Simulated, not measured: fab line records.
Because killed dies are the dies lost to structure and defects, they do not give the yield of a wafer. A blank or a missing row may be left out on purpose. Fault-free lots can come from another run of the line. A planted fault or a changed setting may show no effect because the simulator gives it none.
Chamber matching    flow n5_finfet    N5_BEOL_M4_ALD_98 on ald_sin-01 has 4 sister chambers
The step deposits SiO2, target thk 2.5 nm, pulse time 1 s, co reactant pulse time 1 s. 14 wafers are shown with their chamber, then 7 later ones without.

## WAFERS WITH THEIR CHAMBER
wafer   chamber  heater_power_w (W)  heater_power_outer_w (W)  precursor_pulse_height_rel
L080.1  1        68                  35                        0.973
L080.3  3        85                  42                        0.985
L080.4  0        76                  38                        0.982
L083.1  1        66                  36                        0.980
L083.4  2        76                  38                        1.027
L083.5  0        79                  39                        1.025
L085.2  2        79                  37                        0.981
L085.4  0        77                  39                        0.951
L085.5  3        86                  43                        0.973
L089.1  0        77                  38                        1.007
L089.2  2        76                  37                        1.012
L089.3  3        84                  42                        0.968
L093.2  3        84                  41                        1.037
L093.3  1        66                  36                        1.015

SIGNATURES (averages over the wafers above)
reading                     chamber 0  chamber 1  chamber 2  chamber 3  scatter within a chamber
heater_power_w              77.25      66.67      77.00      84.75      1.27
heater_power_outer_w        38.50      35.67      37.33      42.00      0.658
precursor_pulse_height_rel  0.99125    0.98933    1.00667    0.99075    0.0287
Rule: a wafer lies at a distance from a chamber equal to the root of the sum of squares, over the readings, of (its reading less the chamber's mean, divided by the reading's scatter). The wafer belongs to the nearest chamber; if the next one is less than 2 further off, it can't be placed. The scatter: take each reading less its chamber's mean, square it, sum over the shown wafers, divide by the number of wafers less the number of chambers, and take the root.

## WAFERS MISSING THEIR CHAMBER
wafer   heater_power_w (W)  heater_power_outer_w (W)  precursor_pulse_height_rel
L093.4  76                  37                        1.011
L094.3  68                  36                        1.017
L094.4  77                  38                        0.964
L094.6  66                  36                        0.989
L095.2  87                  42                        0.991
L095.5  67                  36                        0.992
L095.6  75                  39                        1.008

## CHAMBER TAKEN BY EACH
wafer   from the rows above      in truth
L093.4  can't be placed: 2 or 0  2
L094.3  1                        1
L094.4  can't be placed: 0 or 2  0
L094.6  1                        1
L095.2  3                        3
L095.5  1                        1
L095.6  can't be placed: 0 or 2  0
Correct placement for 4 of the 7. From these rows, 3 cannot be placed; in 3 the true chamber is one of the candidates. Number placed wrongly: 0.
